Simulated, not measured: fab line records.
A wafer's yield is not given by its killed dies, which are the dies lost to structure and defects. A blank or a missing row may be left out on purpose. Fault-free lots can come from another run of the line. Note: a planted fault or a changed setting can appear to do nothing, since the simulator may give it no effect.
8D (eight disciplines) problem report, filled in by code | flow n5 finfet | the parts of the form that need people (team, actions taken, sign-off) are left out

## 1. THE PROBLEM
Wafers with no fault read 0.76 a.u. with a standard deviation of 0.067, whereas oes product au at N5_BEOL_M3_ETCHBACK_99 reads a mean of 1.16 a.u. on 1 wafer of 1 lot. That puts it +6.0 standard deviations away from the usual mean.
The step: etches SiO2 in CHF3, target depth 5 nm, time 10.4 s.
Earliest sighting: wafer L822.1 on rie diel-06 at day 9 22:23. At this step, 24 wafers from 9 lots have a number in the record. The rule behind "out" and "out of limits": a value lying over 4 standard deviations away from the usual mean. The other wafers with a number count as sound.

## 2. WHAT THIS IS AND IS NOT
question                    | is               | is not
which readings at this step | oes product au   | bias w, drypump motor current A, rf vpp V, showerhead plenum p Torr, throttle valve pct
which lots                  | L822             | L815, L817, L823, L825, L827, L828, L829, L833
which wafers of those lots  | L822.1           | L822.2
read on which tools         | rie diel-06      | rie diel-01, rie diel-03
when                        | from day 9 22:23 | up to then (7 sound wafers); but 16 sound wafers of L823, L825, L827, L828, L829, L833 came after

## 3. WHAT RULES OUT EACH SUSPECT
Counting: a tool at a process step up to the reading stays a suspect if it ran every lot that is out. Sound lots after the first of them don't rule it out here, since some wafers of a struck lot are sound.
- rie metal-02 at N5_BEOL_M3_HM_OPEN_17 (chemistry Cl2/BCl3, target TiN, target depth 20 nm, overetch 6 nm): kept. It ran the lot that is out, L822 (day 9 19:08).
- ald sin-03 at N5_BEOL_M3_ALD_98 (deposits SiO2, target thk 2.5 nm, pulse time 1 s, co reactant pulse time 1 s): kept. The lot that is out, L822, ran on it at day 9 20:10; the last sound lot it ran before that was L817, at day 8 07:47.
- rie diel-06 at N5_BEOL_M3_ETCHBACK_99 (etches SiO2 in CHF3, target depth 5 nm, time 10.4 s): kept. The lot that is out, L822, ran on it at day 9 22:23; the last sound lot it ran before that was L817, at day 8 08:49. Its own readings are out on those wafers: oes product au.
- The sound lot-mates ran in chamber 0 of ald sin-03 at N5_BEOL_M3_ALD_98, but the wafers that are out ran in chamber 2.
- The sound lot-mates ran in chamber 2 of rie diel-06 at N5_BEOL_M3_ETCHBACK_99, but the wafers that are out ran in chamber 1.
Left after counting: rie metal-02 at N5_BEOL_M3_HM_OPEN_17, ald sin-03 at N5_BEOL_M3_ALD_98, rie diel-06 at N5_BEOL_M3_ETCHBACK_99.

## 4. THE CAUSE (what the simulator had put in)
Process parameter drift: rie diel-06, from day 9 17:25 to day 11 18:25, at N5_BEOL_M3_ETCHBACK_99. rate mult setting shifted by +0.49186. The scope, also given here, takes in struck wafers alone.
After counting, 3 suspects remain, this tool included.

## 5. THE EFFECT CHAIN, in route order
One row per reading whose mean, taken over the struck wafers that have a number, lies over 3 standard deviations from the usual. Scope: only readings with a usual standard deviation given in the record; hours: median across lots of the time from each lot's start at the first step in this table that gives one to its start at this step; sigmas: change in usual standard deviations.
hours | step                   | reading        | usual     | on struck wafers | change | sigmas
0     | N5_BEOL_M3_ETCHBACK_99 | oes product au | 0.76 a.u. | 1.16             | +0.40  | +6.0
Process steps it contains:
- N5_BEOL_M3_ETCHBACK_99: etches SiO2 in CHF3, target depth 5 nm, time 10.4 s.
At these later measuring or inspecting steps, every struck wafer for which the step has a row has a number for every such reading, and none has moved that far: N5_BEOL_M4_RC_MEAS_101.

## 6. HOW IT WOULD HAVE BEEN CAUGHT EARLIER
In this record no reading fell out of limits until day 9 22:23, 5 hours after the fault had begun at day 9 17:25.
